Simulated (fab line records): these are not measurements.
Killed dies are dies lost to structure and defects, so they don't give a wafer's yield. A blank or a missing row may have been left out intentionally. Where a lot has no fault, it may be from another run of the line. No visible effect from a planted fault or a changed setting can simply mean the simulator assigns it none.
Matching of chambers -- flow n5Finfet -- rieDiel-03 running N5_BEOL_M11_DESCUM_33: 4 sister chambers
The step chemistry O2, time 7.9 s. 8 wafers are shown with their chamber, then 9 later ones without.

== WAFERS WITH THEIR CHAMBER ==
wafer,chamber,showerheadPlenumPTorr (Torr),oesProductAu (a.u.)
L079.3,3,1.99,0.73
L080.6,2,2.24,0.95
L085.1,1,2.13,0.72
L085.2,3,1.99,0.71
L085.3,0,2.19,0.70
L085.4,2,2.24,0.95
L085.5,1,2.14,0.73
L085.6,0,2.19,0.70

== WAFERS MISSING THEIR CHAMBER ==
wafer,showerheadPlenumPTorr (Torr),oesProductAu (a.u.)
L088.3,2.13,0.72
L088.5,2.19,0.71
L088.6,2.13,0.73
L091.1,2.13,0.73
L091.2,2.18,0.71
L091.6,2.18,0.71
L095.1,2.13,0.72
L095.3,1.98,0.70
L095.6,2.13,0.73

== THE CHAMBER EACH PASSED THROUGH ==
wafer,from the rows above,in truth
L088.3,1,1
L088.5,0,0
L088.6,1,1
L091.1,1,1
L091.2,0,0
L091.6,0,0
L095.1,1,1
L095.3,3,3
L095.6,1,1
9 of 9 placed correctly. From these rows, 0 cannot be placed. 0 placed wrongly.
How it was worked out, from the rows above alone: a wafer's distance from a chamber is the root of the sum, over the readings, of the square of ((its reading less the chamber's mean) divided by the reading's scatter). If the next closest chamber is less than 2 further off than the closest, the wafer can't be placed; otherwise it belongs to the closest. Each chamber's mean is taken over the wafers shown for it. How the scatter is found: for the shown wafers, subtract from each reading the mean of its chamber, square and add these, divide the total by (wafers less chambers), then take the root.
